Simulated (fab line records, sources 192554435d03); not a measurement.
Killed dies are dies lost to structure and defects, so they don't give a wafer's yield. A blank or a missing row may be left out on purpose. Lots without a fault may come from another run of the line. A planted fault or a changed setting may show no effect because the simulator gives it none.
Chamber matching | flow n5_finfet | N5_BEOL_M13_ETCH_59 on rie_diel-04: 4 sister chambers
The step etches BARC in N2/H2, target depth 89 nm, overetch 26.7 nm, time 67.9 s. 8 wafers are shown with their chamber, then 8 later ones without.

WAFERS WITH THEIR CHAMBER
wafer  | chamber | drypump_motor_current_A (A) | showerhead_plenum_p_Torr (Torr)
L081.6 | 0       | 6.3                         | 2.72
L082.1 | 2       | 5.4                         | 2.66
L082.2 | 1       | 5.8                         | 2.50
L082.4 | 3       | 5.4                         | 2.58
L086.1 | 3       | 5.4                         | 2.57
L086.2 | 0       | 6.3                         | 2.71
L086.3 | 1       | 5.7                         | 2.50
L086.4 | 2       | 5.4                         | 2.66

WAFERS WITHOUT THEIR CHAMBER
wafer  | drypump_motor_current_A (A) | showerhead_plenum_p_Torr (Torr)
L086.5 | 5.4                         | 2.66
L086.6 | 5.8                         | 2.50
L097.1 | 5.4                         | 2.56
L097.2 | 5.4                         | 2.65
L097.3 | 6.3                         | 2.71
L097.4 | 5.8                         | 2.49
L097.5 | 5.4                         | 2.56
L097.6 | 6.3                         | 2.71

WHICH CHAMBER EACH WENT THROUGH
wafer  | from the rows above | in truth
L086.5 | 2                   | 2
L086.6 | 1                   | 1
L097.1 | 3                   | 3
L097.2 | 2                   | 2
L097.3 | 0                   | 0
L097.4 | 1                   | 1
L097.5 | 3                   | 3
L097.6 | 0                   | 0
Placed correctly: 8 of 8. Can't be placed from these rows: 0. Placed wrongly: 0.
How it was worked out, from the rows above alone: a wafer's distance from a chamber is the root of the sum, over the readings, of the square of ((its reading less the chamber's mean) divided by the reading's scatter). The wafer belongs to the nearest chamber; if the next one is less than 2 further off, it can't be placed. A chamber's mean is the mean of its shown wafers. The scatter: the root of (the sum of the squares of (reading less its chamber's mean) over the shown wafers, divided by (wafers less chambers)).
